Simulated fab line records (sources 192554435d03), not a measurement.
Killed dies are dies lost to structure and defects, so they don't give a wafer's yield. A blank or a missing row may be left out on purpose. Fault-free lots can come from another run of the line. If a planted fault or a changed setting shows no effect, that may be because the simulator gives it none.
Which of the tools did it? + flow n5Finfet + 8 lots, 24 wafers sampled, at 6 steps of a route of 1938

WHAT EACH GAUGE READ, for each wafer
N5_GATE_CUT_THK_MEAS_24. Usual: for GC_FILL_THK the level is 218.8 nm and the standard deviation is 1.9.
| lot  | measured     | on           | GC_FILL_THK (nm)  | flag |
|------|--------------|--------------|-------------------|------|
| L832 | day 6 11:22  | filmMetro-02 | 228.1 228.8 226.5 | OFF  |
| L831 | day 6 13:11  | filmMetro-01 | 227.7 228.0 228.5 | OFF  |
| L833 | day 6 20:17  | filmMetro-01 | 228.4 229.9 229.8 | OFF  |
| L840 | day 8 09:11  | filmMetro-02 | 217.0 219.1 219.7 |      |
| L842 | day 9 00:36  | filmMetro-02 | 218.6 218.3 221.6 |      |
| L844 | day 9 08:36  | filmMetro-01 | 217.8 217.3 220.1 |      |
| L847 | day 10 05:02 | filmMetro-02 | 221.2 221.9 220.6 |      |
| L848 | day 10 09:58 | filmMetro-02 | 215.4 219.7 219.9 |      |

N5_BEOL_M4_RC_MEAS_101. Usual: DIBL_N 35.8 mV/V, standard deviation 1.8; DIBL_P 35.9 mV/V, standard deviation 2.2; IOFF_N 0.16 nA/um, standard deviation 0.035; IOFF_P 0.21 nA/um, standard deviation 0.04; ION_N 672 uA/um, standard deviation 11; ION_P 461 uA/um, standard deviation 7.4; SS_N 71.4 mV/dec, standard deviation 0.64; SS_P 73.2 mV/dec, standard deviation 0.67; VT_N 250 mV, standard deviation 3.5; VT_P -251 mV, standard deviation 3.4.
| lot  | measured     | on        | DIBL_N (mV/V)  | DIBL_P (mV/V)  | IOFF_N (nA/um) | IOFF_P (nA/um) | ION_N (uA/um) | ION_P (uA/um) | SS_N (mV/dec)  | SS_P (mV/dec)  | VT_N (mV)   | VT_P (mV)      | flag |
|------|--------------|-----------|----------------|----------------|----------------|----------------|---------------|---------------|----------------|----------------|-------------|----------------|------|
| L832 | day 9 17:13  | prober-01 | 36.0 39.2 38.9 | 35.7 39.2 39.0 | 0.15 0.21 0.20 | 0.20 0.27 0.25 | 665 683 676   | 462 468 470   | 71.5 72.0 72.2 | 72.8 74.2 73.1 | 254 251 248 | -250 -248 -250 |      |
| L831 | day 10 00:50 | prober-01 | 38.6 36.7 35.0 | 40.7 37.9 36.7 | 0.21 0.17 0.13 | 0.24 0.19 0.17 | 691 683 665   | 467 459 451   | 72.3 72.1 71.1 | 73.7 72.5 72.8 | 247 249 254 | -250 -251 -255 |      |
| L833 | day 9 22:04  | prober-02 | 36.3 38.0 36.0 | 36.0 39.9 36.2 | 0.15 0.19 0.15 | 0.18 0.26 0.19 | 663 677 667   | 455 462 458   | 71.7 71.8 71.1 | 73.6 74.1 73.6 | 251 249 249 | -253 -249 -251 |      |
| L840 | day 12 13:22 | prober-02 | 37.4 39.5 34.0 | 36.8 40.4 33.2 | 0.21 0.25 0.13 | 0.27 0.34 0.20 | 697 702 667   | 478 486 462   | 71.8 72.1 70.4 | 73.6 73.8 72.5 | 245 242 252 | -244 -243 -247 |      |
| L842 | day 12 09:31 | prober-01 | 37.6 36.7 35.9 | 37.8 36.8 36.1 | 0.17 0.15 0.14 | 0.19 0.17 0.17 | 671 668 660   | 444 446 448   | 72.1 72.0 71.8 | 73.8 73.5 73.5 | 251 252 253 | -257 -256 -256 |      |
| L844 | day 12 20:54 | prober-01 | 37.0 37.4 36.3 | 36.5 37.5 36.1 | 0.16 0.17 0.17 | 0.22 0.26 0.22 | 673 670 671   | 455 462 463   | 71.6 71.8 71.5 | 73.1 74.1 73.4 | 251 248 250 | -249 -245 -247 |      |
| L847 | day 13 21:09 | prober-02 | 35.9 35.5 35.3 | 34.6 34.3 33.3 | 0.14 0.14 0.12 | 0.20 0.20 0.19 | 676 683 669   | 467 466 464   | 70.8 71.0 70.5 | 73.0 72.3 72.7 | 249 249 254 | -252 -251 -252 |      |
| L848 | day 13 23:44 | prober-02 | 34.4 35.2 32.4 | 33.0 34.1 30.8 | 0.11 0.12 0.09 | 0.17 0.18 0.14 | 659 658 653   | 459 459 453   | 70.6 71.7 70.3 | 72.5 72.9 71.6 | 255 255 257 | -251 -253 -255 |      |

TOOL THAT RAN EACH LOT (tool first, then ch and the chambers of the sampled wafers, then the start)
| lot  | N5_GATE_CUT_ETCH_28              | N5_GATE_CUT_STRIP_41             | N5_GATE_CUT_CUT_ETCH_53          | N5_GATE_CUT_ETCH_47              |
|------|----------------------------------|----------------------------------|----------------------------------|----------------------------------|
| L832 | rieDiel-01 ch 2,3, day 6 08:47   | rieDiel-01 ch 2,3, day 6 08:59   | rieMetal-01 ch 0,1, day 6 09:08  | rieMetal-01 ch 0,1, day 6 09:17  |
| L831 | rieDiel-03 ch 0,1,2, day 6 10:14 | rieDiel-03 ch 0,1,2, day 6 10:26 | rieMetal-02 ch 0,1, day 6 10:36  | rieMetal-02 ch 0,1, day 6 10:45  |
| L833 | rieDiel-03 ch 1,2, day 6 17:31   | rieDiel-03 ch 1,2, day 6 17:43   | rieMetal-02 ch 0,1, day 6 17:53  | rieMetal-02 ch 0,1, day 6 18:02  |
| L840 | rieDiel-01 ch 1,2, day 8 06:29   | rieDiel-01 ch 1,2, day 8 06:40   | rieMetal-01 ch 0,1, day 8 06:52  | rieMetal-01 ch 0,1, day 8 07:03  |
| L842 | rieDiel-01 ch 0,3, day 8 21:43   | rieDiel-01 ch 0,3, day 8 21:55   | rieMetal-02 ch 0,1, day 8 22:05  | rieMetal-02 ch 0,1, day 8 22:14  |
| L844 | rieDiel-03 ch 0,1,2, day 9 05:59 | rieDiel-03 ch 0,1,2, day 9 06:11 | rieMetal-01 ch 0,1, day 9 06:21  | rieMetal-01 ch 0,1, day 9 06:30  |
| L847 | rieDiel-01 ch 0,1, day 10 02:20  | rieDiel-01 ch 0,1, day 10 02:32  | rieMetal-01 ch 0,1, day 10 02:43 | rieMetal-01 ch 0,1, day 10 02:52 |
| L848 | rieDiel-06 ch 0,2, day 10 07:22  | rieDiel-06 ch 0,2, day 10 07:33  | rieMetal-02 ch 0,1, day 10 07:43 | rieMetal-02 ch 0,1, day 10 07:52 |
- N5_GATE_CUT_ETCH_28: etches underlayer in N2/H2, target depth 13 nm, time 10.4 s.
- N5_GATE_CUT_STRIP_41: strips in CF4.
- N5_GATE_CUT_CUT_ETCH_53: etches W in SF6/Cl2, target depth 79.2 nm.
- N5_GATE_CUT_ETCH_47: etches SiO2 in Cl2/BCl3, target depth 10 nm.

WHAT THE TOOLS THEMSELVES READ (means of the sampled wafers that have a number; where no wafer has one, the mark that the record gives instead)
N5_GATE_CUT_ETCH_28. Usual: biasW 150.0 W, standard deviation 0.44; chamberPressureMTorr 29.998 mTorr, standard deviation 0.028; drypumpMotorCurrentA 5.8 A, standard deviation 0.48; etchRfOnTimeS 10.35 s, standard deviation 0.22; n2FlowSccm 200.0 sccm, standard deviation 0.61; oesProductAu 0.67 a.u., standard deviation 0.076; rfVppV 522.8 V, standard deviation 1.6; showerheadPlenumPTorr 2.50 Torr, standard deviation 0.052; throttleValvePct 17.95 %, standard deviation 0.28.
| lot  | tool       | biasW (W) | chamberPressureMTorr (mTorr) | drypumpMotorCurrentA (A) | etchRfOnTimeS (s) | n2FlowSccm (sccm) | oesProductAu (a.u.) | rfVppV (V) | showerheadPlenumPTorr (Torr) | throttleValvePct (%) | flag |
|------|------------|-----------|------------------------------|--------------------------|-------------------|-------------------|---------------------|------------|------------------------------|----------------------|------|
| L832 | rieDiel-01 | 150.2     | 30.020                       | 6.4                      | 10.01             | 199.7             | 0.63                | 523.9      | 2.54                         | 18.04                |      |
| L831 | rieDiel-03 | 150.0     | 29.992                       | 5.8                      | 10.48             | 199.6             | 0.67                | 524.7      | 2.55                         | 18.15                |      |
| L833 | rieDiel-03 | 150.0     | 30.015                       | 5.6                      | 10.56             | 200.2             | 0.61                | 523.6      | 2.53                         | 18.26                |      |
| L840 | rieDiel-01 | 149.8     | 30.009                       | 6.0                      | 10.12             | 200.0             | 0.79                | 523.3      | 2.49                         | 17.83                |      |
| L842 | rieDiel-01 | 149.7     | 29.974                       | 6.3                      | 10.09             | 200.3             | 0.74                | 522.5      | 2.51                         | 17.72                |      |
| L844 | rieDiel-03 | 150.2     | 30.001                       | 5.7                      | 10.62             | 200.5             | 0.65                | 524.8      | 2.54                         | 18.19                |      |
| L847 | rieDiel-01 | 150.0     | 29.999                       | 5.9                      | 10.31             | 200.7             | 0.74                | 521.5      | 2.46                         | 17.56                |      |
| L848 | rieDiel-06 | 150.1     | 30.002                       | 6.1                      | 10.46             | 200.5             | 0.69                | 522.7      | 2.49                         | 17.74                |      |

N5_GATE_CUT_STRIP_41. Usual: chamberPressureMTorr 50.00 mTorr, standard deviation 0.045; drypumpMotorCurrentA 5.8 A, standard deviation 0.47; oesProductAu 0.182 a.u., standard deviation 0.021; rfVppV 270.5 V, standard deviation 1.1; showerheadPlenumPTorr 1.762 Torr, standard deviation 0.03; throttleValvePct 13.66 %, standard deviation 0.3.
| lot  | tool       | chamberPressureMTorr (mTorr) | drypumpMotorCurrentA (A) | oesProductAu (a.u.) | rfVppV (V) | showerheadPlenumPTorr (Torr) | throttleValvePct (%) | flag |
|------|------------|------------------------------|--------------------------|---------------------|------------|------------------------------|----------------------|------|
| L832 | rieDiel-01 | 49.97                        | 6.4                      | 0.164               | 271.2      | 1.778                        | 13.63                |      |
| L831 | rieDiel-03 | 49.95                        | 5.7                      | 0.185               | 272.4      | 1.791                        | 13.82                |      |
| L833 | rieDiel-03 | 49.97                        | 5.6                      | 0.164               | 270.8      | 1.781                        | 14.03                |      |
| L840 | rieDiel-01 | 49.97                        | 6.0                      | 0.209               | 270.4      | 1.743                        | 13.33                |      |
| L842 | rieDiel-01 | 49.95                        | 6.3                      | 0.192               | 269.4      | 1.774                        | 13.49                |      |
| L844 | rieDiel-03 | 50.03                        | 5.8                      | 0.178               | 270.9      | 1.786                        | 13.87                |      |
| L847 | rieDiel-01 | 49.96                        | 5.9                      | 0.201               | 269.8      | 1.743                        | 13.37                |      |
| L848 | rieDiel-06 | 50.00                        | 6.1                      | 0.188               | 270.1      | 1.756                        | 13.48                |      |

N5_GATE_CUT_CUT_ETCH_53. Usual: SF6_flow_sccm 40.02 sccm, standard deviation 0.13; biasW 79.98 W, standard deviation 0.25; chamberPressureMTorr 7.999 mTorr, standard deviation 0.0071; drypumpMotorCurrentA 5.6 A, standard deviation 0.58; etchRfOnTimeS 26.2 s, standard deviation 0.53; oesProductAu 0.76 a.u., standard deviation 0.064; throttleValvePct 28.7 %, standard deviation 0.3.
| lot  | tool        | SF6_flow_sccm (sccm) | biasW (W) | chamberPressureMTorr (mTorr) | drypumpMotorCurrentA (A) | etchRfOnTimeS (s) | oesProductAu (a.u.) | throttleValvePct (%) | flag |
|------|-------------|----------------------|-----------|------------------------------|--------------------------|-------------------|---------------------|----------------------|------|
| L832 | rieMetal-01 | 40.07                | 79.84     | 8.004                        | 5.4                      | 26.7              | 0.70                | 29.1                 |      |
| L831 | rieMetal-02 | 39.97                | 79.87     | 8.006                        | 5.8                      | 25.9              | 0.75                | 28.6                 |      |
| L833 | rieMetal-02 | 39.92                | 80.16     | 7.996                        | 5.7                      | 25.8              | 0.75                | 28.6                 |      |
| L840 | rieMetal-01 | 40.15                | 80.31     | 7.999                        | 5.4                      | 27.0              | 0.68                | 29.1                 |      |
| L842 | rieMetal-02 | 40.12                | 80.01     | 7.995                        | 5.7                      | 26.0              | 0.73                | 28.6                 |      |
| L844 | rieMetal-01 | 39.95                | 80.29     | 8.000                        | 5.8                      | 27.0              | 0.70                | 29.0                 |      |
| L847 | rieMetal-01 | 40.12                | 79.88     | 7.997                        | 5.8                      | 27.0              | 0.70                | 29.0                 |      |
| L848 | rieMetal-02 | 40.16                | 80.10     | 7.999                        | 5.5                      | 26.1              | 0.76                | 28.8                 |      |

N5_GATE_CUT_ETCH_47. Usual: bcl3FlowSccm 21.74 sccm, standard deviation 0.063; biasW 126.0 W, standard deviation 0.39; chamberPressureMTorr 10.000 mTorr, standard deviation 0.013; drypumpMotorCurrentA 5.6 A, standard deviation 0.57; oesProductAu 0.84 a.u., standard deviation 0.067; throttleValvePct 22.63 %, standard deviation 0.19.
| lot  | tool        | bcl3FlowSccm (sccm) | biasW (W) | chamberPressureMTorr (mTorr) | drypumpMotorCurrentA (A) | oesProductAu (a.u.) | throttleValvePct (%) | flag |
|------|-------------|---------------------|-----------|------------------------------|--------------------------|---------------------|----------------------|------|
| L832 | rieMetal-01 | -                   | -         | -                            | -                        | -                   | -                    | OFF  |
| L831 | rieMetal-02 | -                   | -         | -                            | -                        | -                   | -                    | OFF  |
| L833 | rieMetal-02 | -                   | -         | -                            | -                        | -                   | -                    | OFF  |
| L840 | rieMetal-01 | 21.70               | 125.8     | 9.994                        | 5.4                      | 0.78                | 22.82                |      |
| L842 | rieMetal-02 | 21.71               | 126.1     | 9.993                        | 5.7                      | 0.82                | 22.58                |      |
| L844 | rieMetal-01 | 21.72               | 126.5     | 9.997                        | 5.7                      | 0.79                | 22.66                |      |
| L847 | rieMetal-01 | 21.83               | 125.7     | 9.997                        | 5.8                      | 0.79                | 22.65                |      |
| L848 | rieMetal-02 | 21.72               | 126.3     | 10.008                       | 5.5                      | 0.83                | 22.68                |      |

THE ANSWER, worked out from the rows above alone
Rule: take the mean of a lot's wafers that have a number; if it is more than 3 standard deviations from the usual mean, the lot is off. Also off: a lot with no number at a reading for which 4 or more lots have one. Any other lot the step has rows for is counted as sound. First the gauges in route order, then the tools' own readings, where a lot's mean is used as printed above. At the first step where some lot is off, the reading lying furthest off is the one used; lots without a number count as furthest.
Off: at N5_GATE_CUT_THK_MEAS_24 (GC_FILL_THK), L832, L831, L833.
A tool fits if, at a process step before that reading, it ran every lot that is off, and no sound lot after the first of them. The gauges at N5_GATE_CUT_THK_MEAS_24 aren't tried: what is off there is off at N5_GATE_CUT_ETCH_47 too, on other tools, and a gauge's error can't cause that. Not one of the candidates tried fits.

WHAT HAD BEEN PUT IN BY THE SIMULATOR
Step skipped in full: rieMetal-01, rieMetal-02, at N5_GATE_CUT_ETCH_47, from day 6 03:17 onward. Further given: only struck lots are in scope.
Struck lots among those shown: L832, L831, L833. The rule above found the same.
